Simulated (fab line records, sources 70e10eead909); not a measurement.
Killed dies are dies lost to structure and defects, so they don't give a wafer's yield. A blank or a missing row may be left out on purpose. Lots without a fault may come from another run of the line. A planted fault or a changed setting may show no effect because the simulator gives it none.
Chamber matching | flow nand_harc | NHARC_P_M1_STRIP_18 on rie_diel-10: 4 sister chambers
The step strips in N2/H2. 8 wafers are shown with their chamber, then 8 later ones without.

WAFERS WITH THEIR CHAMBER
wafer  | chamber | drypump_motor_current_A (A) | oes_product_au (a.u.)
L700.5 | 3       | 6.1                         | 0.971
L701.4 | 0       | 5.2                         | 1.010
L701.5 | 0       | 5.2                         | 1.002
L702.4 | 3       | 6.0                         | 0.980
L703.2 | 2       | 6.1                         | 0.988
L703.5 | 2       | 6.1                         | 0.996
L703.6 | 1       | 5.7                         | 0.970
L714.1 | 1       | 5.8                         | 0.991

WAFERS WITHOUT THEIR CHAMBER
wafer  | drypump_motor_current_A (A) | oes_product_au (a.u.)
L714.2 | 6.0                         | 1.010
L714.6 | 6.0                         | 1.004
L716.1 | 6.0                         | 1.010
L716.3 | 5.2                         | 1.002
L716.6 | 6.1                         | 0.979
L719.1 | 5.2                         | 1.006
L719.2 | 6.1                         | 0.997
L719.5 | 6.0                         | 1.006

WHICH CHAMBER EACH WENT THROUGH
wafer  | from the rows above     | in truth
L714.2 | can't be placed: 2 or 3 | 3
L714.6 | can't be placed: 2 or 3 | 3
L716.1 | can't be placed: 2 or 3 | 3
L716.3 | 0                       | 0
L716.6 | can't be placed: 3 or 2 | 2
L719.1 | 0                       | 0
L719.2 | 2                       | 2
L719.5 | can't be placed: 2 or 3 | 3
Placed correctly: 3 of 8. Can't be placed from these rows: 5 (the true chamber is among the candidates in 5). Placed wrongly: 0.
How it was worked out, from the rows above alone: a wafer's distance from a chamber is the root of the sum, over the readings, of the square of ((its reading less the chamber's mean) divided by the reading's scatter). The wafer belongs to the nearest chamber; if the next one is less than 2 further off, it can't be placed. A chamber's mean is the mean of its shown wafers. The scatter: the root of (the sum of the squares of (reading less its chamber's mean) over the shown wafers, divided by (wafers less chambers)).
